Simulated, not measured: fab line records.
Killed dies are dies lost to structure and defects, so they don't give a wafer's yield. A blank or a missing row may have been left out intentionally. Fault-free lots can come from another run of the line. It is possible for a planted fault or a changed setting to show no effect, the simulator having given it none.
Chamber matching / flow n5Finfet / N5_BEOL_M1_ETCH_63 on rieDiel-05 has 4 sister chambers
The step etches SiARC in CF4, target depth 15.6 nm, time 26 s. 20 wafers are shown with their chamber, then 10 later ones without.

## WAFERS, EACH WITH ITS CHAMBER
wafer=L075.2; chamber=2; showerheadPlenumPTorr (Torr)=2.21; throttleValvePct (%)=15.94; oesProductAu (a.u.)=0.63
wafer=L075.4; chamber=3; showerheadPlenumPTorr (Torr)=2.23; throttleValvePct (%)=15.43; oesProductAu (a.u.)=0.64
wafer=L075.5; chamber=1; showerheadPlenumPTorr (Torr)=2.18; throttleValvePct (%)=15.51; oesProductAu (a.u.)=0.76
wafer=L076.1; chamber=1; showerheadPlenumPTorr (Torr)=2.18; throttleValvePct (%)=15.53; oesProductAu (a.u.)=0.75
wafer=L076.3; chamber=3; showerheadPlenumPTorr (Torr)=2.23; throttleValvePct (%)=15.43; oesProductAu (a.u.)=0.64
wafer=L076.4; chamber=2; showerheadPlenumPTorr (Torr)=2.21; throttleValvePct (%)=15.96; oesProductAu (a.u.)=0.63
wafer=L080.1; chamber=0; showerheadPlenumPTorr (Torr)=2.03; throttleValvePct (%)=15.86; oesProductAu (a.u.)=0.64
wafer=L080.2; chamber=3; showerheadPlenumPTorr (Torr)=2.23; throttleValvePct (%)=15.44; oesProductAu (a.u.)=0.63
wafer=L080.4; chamber=2; showerheadPlenumPTorr (Torr)=2.21; throttleValvePct (%)=15.98; oesProductAu (a.u.)=0.63
wafer=L081.1; chamber=1; showerheadPlenumPTorr (Torr)=2.17; throttleValvePct (%)=15.52; oesProductAu (a.u.)=0.73
wafer=L081.2; chamber=2; showerheadPlenumPTorr (Torr)=2.21; throttleValvePct (%)=15.98; oesProductAu (a.u.)=0.62
wafer=L081.3; chamber=3; showerheadPlenumPTorr (Torr)=2.23; throttleValvePct (%)=15.44; oesProductAu (a.u.)=0.63
wafer=L083.1; chamber=0; showerheadPlenumPTorr (Torr)=2.03; throttleValvePct (%)=15.86; oesProductAu (a.u.)=0.63
wafer=L083.2; chamber=2; showerheadPlenumPTorr (Torr)=2.20; throttleValvePct (%)=15.98; oesProductAu (a.u.)=0.62
wafer=L083.4; chamber=3; showerheadPlenumPTorr (Torr)=2.23; throttleValvePct (%)=15.44; oesProductAu (a.u.)=0.62
wafer=L084.1; chamber=1; showerheadPlenumPTorr (Torr)=2.17; throttleValvePct (%)=15.56; oesProductAu (a.u.)=0.74
wafer=L084.3; chamber=2; showerheadPlenumPTorr (Torr)=2.20; throttleValvePct (%)=15.98; oesProductAu (a.u.)=0.62
wafer=L084.6; chamber=1; showerheadPlenumPTorr (Torr)=2.17; throttleValvePct (%)=15.55; oesProductAu (a.u.)=0.73
wafer=L085.2; chamber=1; showerheadPlenumPTorr (Torr)=2.17; throttleValvePct (%)=15.55; oesProductAu (a.u.)=0.73
wafer=L085.3; chamber=0; showerheadPlenumPTorr (Torr)=2.03; throttleValvePct (%)=15.87; oesProductAu (a.u.)=0.63

SIGNATURES, as means of the wafers listed above
reading=showerheadPlenumPTorr; chamber 0=2.0300; chamber 1=2.1733; chamber 2=2.2067; chamber 3=2.2300; scatter within a chamber=0.00408
reading=throttleValvePct; chamber 0=15.8633; chamber 1=15.5367; chamber 2=15.9700; chamber 3=15.4360; scatter within a chamber=0.0148
reading=oesProductAu; chamber 0=0.6333; chamber 1=0.7400; chamber 2=0.6250; chamber 3=0.6320; scatter within a chamber=0.009
Rule: a wafer's distance from a chamber is the root of the sum, over the readings, of the square of ((its reading less the chamber's mean) divided by the reading's scatter). If the next closest chamber is less than 2 further off than the closest, the wafer can't be placed; otherwise it belongs to the closest. How the scatter is found: for the shown wafers, subtract from each reading the mean of its chamber, square and add these, divide the total by (wafers less chambers), then take the root.

## WAFERS WITH NO CHAMBER GIVEN
wafer=L085.6; showerheadPlenumPTorr (Torr)=2.23; throttleValvePct (%)=15.47; oesProductAu (a.u.)=0.62
wafer=L091.2; showerheadPlenumPTorr (Torr)=2.17; throttleValvePct (%)=15.57; oesProductAu (a.u.)=0.72
wafer=L091.3; showerheadPlenumPTorr (Torr)=2.03; throttleValvePct (%)=15.89; oesProductAu (a.u.)=0.62
wafer=L091.4; showerheadPlenumPTorr (Torr)=2.22; throttleValvePct (%)=15.46; oesProductAu (a.u.)=0.61
wafer=L094.2; showerheadPlenumPTorr (Torr)=2.17; throttleValvePct (%)=15.58; oesProductAu (a.u.)=0.71
wafer=L094.5; showerheadPlenumPTorr (Torr)=2.20; throttleValvePct (%)=16.03; oesProductAu (a.u.)=0.61
wafer=L094.6; showerheadPlenumPTorr (Torr)=2.17; throttleValvePct (%)=15.57; oesProductAu (a.u.)=0.72
wafer=L095.1; showerheadPlenumPTorr (Torr)=2.22; throttleValvePct (%)=15.50; oesProductAu (a.u.)=0.61
wafer=L095.3; showerheadPlenumPTorr (Torr)=2.17; throttleValvePct (%)=15.59; oesProductAu (a.u.)=0.71
wafer=L095.4; showerheadPlenumPTorr (Torr)=2.02; throttleValvePct (%)=15.89; oesProductAu (a.u.)=0.61

## CHAMBER TAKEN BY EACH
wafer=L085.6; from the rows above=3; in truth=3
wafer=L091.2; from the rows above=1; in truth=1
wafer=L091.3; from the rows above=0; in truth=0
wafer=L091.4; from the rows above=3; in truth=3
wafer=L094.2; from the rows above=1; in truth=1
wafer=L094.5; from the rows above=2; in truth=2
wafer=L094.6; from the rows above=1; in truth=1
wafer=L095.1; from the rows above=3; in truth=3
wafer=L095.3; from the rows above=1; in truth=1
wafer=L095.4; from the rows above=0; in truth=0
Correct placement for 10 of the 10. Can't be placed from these rows: 0. Placed wrongly: 0.
